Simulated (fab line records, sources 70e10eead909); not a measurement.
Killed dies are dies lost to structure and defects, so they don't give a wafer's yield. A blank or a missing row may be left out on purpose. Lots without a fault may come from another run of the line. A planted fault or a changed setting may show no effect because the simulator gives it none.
Which tool did it? | flow nand_harc | 24 lots, 72 wafers sampled, at 4 steps of a route of 1159

WHAT THE GAUGES READ, wafer by wafer
NHARC_P_ZERO_WELL_CD_MEAS_24: target cd 720 nm. Usual: cd_nm 719.7 nm, standard deviation 2.2.
lot  | measured    | on        | cd_nm (nm)        | flag
L074 | day 1 14:44 | cd_sem-01 | 716.2 719.5 720.3 |
L075 | day 1 20:43 | cd_sem-02 | 717.0 718.2 720.0 |
L076 | day 2 02:43 | cd_sem-03 | 721.2 720.9 718.5 |
L077 | day 2 08:40 | cd_sem-01 | 717.5 720.1 723.2 |
L078 | day 2 14:28 | cd_sem-01 | 719.2 720.2 718.7 |
L079 | day 2 20:30 | cd_sem-01 | 717.5 720.2 717.9 |
L080 | day 3 02:28 | cd_sem-01 | 722.5 721.9 716.2 |
L081 | day 3 08:28 | cd_sem-01 | 718.8 720.5 721.9 |
L082 | day 3 14:35 | cd_sem-02 | 718.2 719.1 716.3 |
L083 | day 3 20:28 | cd_sem-01 | 719.2 718.4 717.9 |
L084 | day 4 02:27 | cd_sem-02 | 715.7 718.0 716.3 |
L085 | day 4 08:20 | cd_sem-02 | 722.7 718.2 723.6 |
L086 | day 4 14:20 | cd_sem-03 | 719.3 718.0 718.4 |
L087 | day 4 20:35 | cd_sem-03 | 721.1 722.0 722.1 |
L088 | day 5 02:28 | cd_sem-02 | 718.1 718.0 719.4 |
L089 | day 5 08:28 | cd_sem-03 | 725.0 720.9 722.9 |
L090 | day 5 14:28 | cd_sem-03 | 718.6 717.3 717.2 |
L091 | day 5 20:58 | cd_sem-02 | 716.8 716.0 718.1 |
L092 | day 6 02:35 | cd_sem-03 | 717.2 717.0 718.8 |
L093 | day 6 08:33 | cd_sem-01 | 721.4 722.4 720.8 |
L094 | day 6 14:32 | cd_sem-01 | 724.3 723.2 721.7 |
L095 | day 6 20:29 | cd_sem-02 | 718.0 720.8 719.5 |
L096 | day 7 02:32 | cd_sem-01 | 721.7 717.3 721.0 |
L097 | day 7 08:33 | cd_sem-01 | 724.6 720.4 723.9 |

NHARC_P_ZERO_WELL_CD_MEAS_37: target cd 720 nm. Usual: cd_nm 720.0 nm, standard deviation 1.9.
lot  | measured    | on        | cd_nm (nm)        | flag
L074 | day 1 16:16 | cd_sem-03 | 721.4 721.8 717.4 |
L075 | day 1 22:13 | cd_sem-03 | 721.6 718.7 718.3 |
L076 | day 2 07:33 | cd_sem-01 | 720.1 719.0 720.3 |
L077 | day 2 10:22 | cd_sem-03 | 719.2 716.5 716.1 |
L078 | day 2 15:58 | cd_sem-01 | 722.8 722.4 718.6 |
L079 | day 2 22:11 | cd_sem-01 | 720.7 719.9 722.5 |
L080 | day 3 04:08 | cd_sem-01 | 720.3 722.9 719.4 |
L081 | day 3 10:05 | cd_sem-01 | 717.1 716.3 717.4 |
L082 | day 3 16:13 | cd_sem-01 | 719.6 723.4 721.3 |
L083 | day 3 21:58 | cd_sem-01 | 717.9 719.7 719.9 |
L084 | day 4 03:59 | cd_sem-02 | 716.3 720.8 719.4 |
L085 | day 4 09:52 | cd_sem-03 | 721.8 722.0 720.4 |
L086 | day 4 15:51 | cd_sem-01 | 719.7 719.4 721.5 |
L087 | day 4 22:07 | cd_sem-02 | 719.8 722.7 721.0 |
L088 | day 5 04:07 | cd_sem-03 | 720.8 720.5 723.4 |
L089 | day 5 10:08 | cd_sem-03 | 717.3 717.8 719.1 |
L090 | day 5 16:07 | cd_sem-01 | 720.5 721.0 722.2 |
L091 | day 5 22:28 | cd_sem-02 | 720.6 722.4 721.9 |
L092 | day 6 04:13 | cd_sem-03 | 720.1 717.9 718.7 |
L093 | day 6 10:07 | cd_sem-02 | 718.7 718.7 717.2 |
L094 | day 6 16:14 | cd_sem-02 | 718.5 719.1 721.8 |
L095 | day 6 22:11 | cd_sem-02 | 718.1 718.8 717.0 |
L096 | day 7 04:11 | cd_sem-01 | 721.0 718.4 720.6 |
L097 | day 7 10:11 | cd_sem-02 | 723.0 720.1 721.5 |

NHARC_P_GATE_CD_MEAS_91: target cd 2000 nm. Usual: cd_nm 1999.4 nm, standard deviation 1.9.
lot  | measured     | on        | cd_nm (nm)           | flag
L074 | day 5 10:45  | cd_sem-02 | 2002.0 2000.0 2001.6 |
L075 | day 5 11:38  | cd_sem-02 | 2001.2 2002.6 2000.4 |
L076 | day 6 03:47  | cd_sem-01 | 1997.3 1997.4 1999.2 |
L077 | day 6 03:17  | cd_sem-01 | 1998.4 2000.3 1997.1 |
L078 | day 6 16:58  | cd_sem-02 | 2001.9 1997.5 1998.4 |
L079 | day 7 04:55  | cd_sem-02 | 1998.4 1998.4 1999.3 |
L080 | day 7 02:42  | cd_sem-03 | 1997.7 1998.0 1997.3 |
L081 | day 7 02:25  | cd_sem-03 | 1999.5 1998.8 1998.9 |
L082 | day 7 10:11  | cd_sem-03 | 2001.6 2000.7 2001.7 |
L083 | day 7 14:35  | cd_sem-02 | 1999.7 1999.3 1998.8 |
L084 | day 7 15:16  | cd_sem-03 | 1998.9 2000.3 2002.3 |
L085 | day 8 15:19  | cd_sem-02 | 1999.7 1998.4 1998.6 |
L086 | day 8 13:59  | cd_sem-01 | 1998.0 1997.7 1997.6 |
L087 | day 8 20:16  | cd_sem-03 | 1995.8 2000.0 1998.9 |
L088 | day 8 13:20  | cd_sem-03 | 2000.8 1999.3 1999.3 |
L089 | day 9 00:35  | cd_sem-03 | 1999.3 1997.3 1998.0 |
L090 | day 9 07:15  | cd_sem-02 | 1997.6 1998.7 2000.7 |
L091 | day 9 15:22  | cd_sem-03 | 1996.1 1998.2 1995.7 |
L092 | day 9 22:57  | cd_sem-01 | 2002.4 2000.1 2001.0 |
L093 | day 9 23:07  | cd_sem-01 | 2001.9 2002.3 2000.2 |
L094 | day 10 13:11 | cd_sem-02 | 1997.1 2001.2 1999.6 |
L095 | day 10 10:32 | cd_sem-01 | 1994.7 1998.2 2000.0 |
L096 | day 11 00:08 | cd_sem-02 | 2001.5 2001.3 2001.1 |
L097 | day 11 08:30 | cd_sem-02 | 1997.6 1996.5 1999.3 |

WHICH TOOL RAN EACH LOT (tool, then ch and the chambers of the sampled wafers, then the start)
lot  | NHARC_P_GATE_STRIP_101
L074 | rie_diel-08 ch 0,1,2, day 5 05:06
L075 | rie_diel-11 ch 1,3, day 5 05:26
L076 | rie_diel-13 ch 0,1,2, day 5 23:14
L077 | rie_diel-08 ch 1,2, day 5 23:02
L078 | rie_diel-11 ch 1,3, day 6 12:44
L079 | rie_diel-08 ch 0,1,3, day 7 00:31
L080 | rie_diel-11 ch 0,1,3, day 6 22:11
L081 | rie_diel-11 ch 0,1,2, day 6 22:04
L082 | rie_diel-11 ch 0,2, day 7 05:32
L083 | rie_diel-11 ch 2,3, day 7 10:20
L084 | rie_diel-13 ch 1,3, day 7 10:50
L085 | rie_diel-11 ch 0,2,3, day 8 11:19
L086 | rie_diel-13 ch 0,2,3, day 8 09:37
L087 | rie_diel-11 ch 0,2,3, day 8 15:30
L088 | rie_diel-13 ch 0,2,3, day 8 09:04
L089 | rie_diel-13 ch 0,1,2, day 8 19:54
L090 | rie_diel-13 ch 0,2, day 9 02:58
L091 | rie_diel-11 ch 1,2,3, day 9 11:09
L092 | rie_diel-11 ch 1,2,3, day 9 18:34
L093 | rie_diel-11 ch 0,2,3, day 9 18:44
L094 | rie_diel-11 ch 0,2, day 10 08:46
L095 | rie_diel-11 ch 0,1,2, day 10 06:17
L096 | rie_diel-08 ch 0,1,3, day 10 19:56
L097 | rie_diel-11 ch 0,2,3, day 11 04:14
- NHARC_P_GATE_STRIP_101: strips in O2, time 20 s.

WHAT THE TOOLS THEMSELVES READ (means of the sampled wafers that have a number; where no wafer has one, the mark that the record gives instead)
NHARC_P_GATE_STRIP_101. Usual: drypump_motor_current_A 5.9 A, standard deviation 0.43; oes_product_au 0.998 a.u., standard deviation 0.01; rf_vpp_V 57.7 V, standard deviation 0.93; showerhead_plenum_p_Torr 3.54 Torr, standard deviation 0.092; throttle_valve_pct 17.037 %, standard deviation 0.0087.
lot  | tool        | drypump_motor_current_A (A) | oes_product_au (a.u.) | rf_vpp_V (V) | showerhead_plenum_p_Torr (Torr) | throttle_valve_pct (%) | flag
L074 | rie_diel-08 | 6.0                         | 1.001                 | 57.8         | 3.53                            | 17.040                 |
L075 | rie_diel-11 | 6.4                         | 0.998                 | 57.6         | 3.54                            | 17.026                 |
L076 | rie_diel-13 | 5.4                         | 0.996                 | 57.6         | 3.53                            | 17.031                 |
L077 | rie_diel-08 | 5.8                         | 1.013                 | 58.1         | 3.53                            | 17.034                 |
L078 | rie_diel-11 | 6.4                         | 1.001                 | 58.2         | 3.54                            | 17.043                 |
L079 | rie_diel-08 | 6.1                         | 0.993                 | 57.5         | 3.49                            | 17.037                 |
L080 | rie_diel-11 | 6.2                         | 0.997                 | 58.3         | 3.53                            | 17.034                 |
L081 | rie_diel-11 | 6.0                         | 0.994                 | 56.9         | 3.60                            | 17.038                 |
L082 | rie_diel-11 | 5.8                         | 0.996                 | 57.7         | 3.59                            | 17.035                 |
L083 | rie_diel-11 | 5.5                         | 1.004                 | 57.8         | 3.61                            | 17.033                 |
L084 | rie_diel-13 | 5.5                         | 1.010                 | 57.6         | 3.48                            | 17.034                 |
L085 | rie_diel-11 | 5.8                         | 0.991                 | 58.5         | 3.56                            | 17.041                 |
L086 | rie_diel-13 | 5.6                         | 0.995                 | 57.6         | 3.51                            | 17.041                 |
L087 | rie_diel-11 | 5.8                         | 1.005                 | 59.1         | 3.56                            | 17.038                 |
L088 | rie_diel-13 | 5.6                         | 0.999                 | 56.5         | 3.51                            | 17.033                 |
L089 | rie_diel-13 | 5.4                         | 0.999                 | 57.8         | 3.52                            | 17.041                 |
L090 | rie_diel-13 | 5.5                         | 0.998                 | 55.8         | 3.48                            | 17.042                 |
L091 | rie_diel-11 | 6.0                         | 1.001                 | 57.8         | 3.57                            | 17.040                 |
L092 | rie_diel-11 | 6.0                         | 0.999                 | 58.1         | 3.57                            | 17.048                 |
L093 | rie_diel-11 | 5.8                         | 1.000                 | 57.6         | 3.56                            | 17.044                 |
L094 | rie_diel-11 | 5.8                         | 0.987                 | 57.9         | 3.58                            | 17.040                 |
L095 | rie_diel-11 | 6.0                         | 0.990                 | 58.1         | 3.59                            | 17.042                 |
L096 | rie_diel-08 | 6.1                         | 0.995                 | 58.5         | 3.47                            | 17.041                 |
L097 | rie_diel-11 | 5.8                         | 0.998                 | 57.6         | 3.55                            | 17.038                 |

THE ANSWER, worked out from the rows above alone
Rule: a lot is off if the mean of its wafers that have a number lies more than 3 standard deviations from the usual mean. A lot without any number at a reading at which 4 lots or more have one is off too. The other lots that the step has rows for count as sound. The gauges are gone through in route order, then the tools' own readings, and for those a lot's mean is taken as printed above. The first step at which some lot is off is used, and at that step the reading that is off furthest; a lot without a number counts as furthest.
No lot is off at any reading shown: from this, nothing can be told.

WHAT THE SIMULATOR HAD PUT IN
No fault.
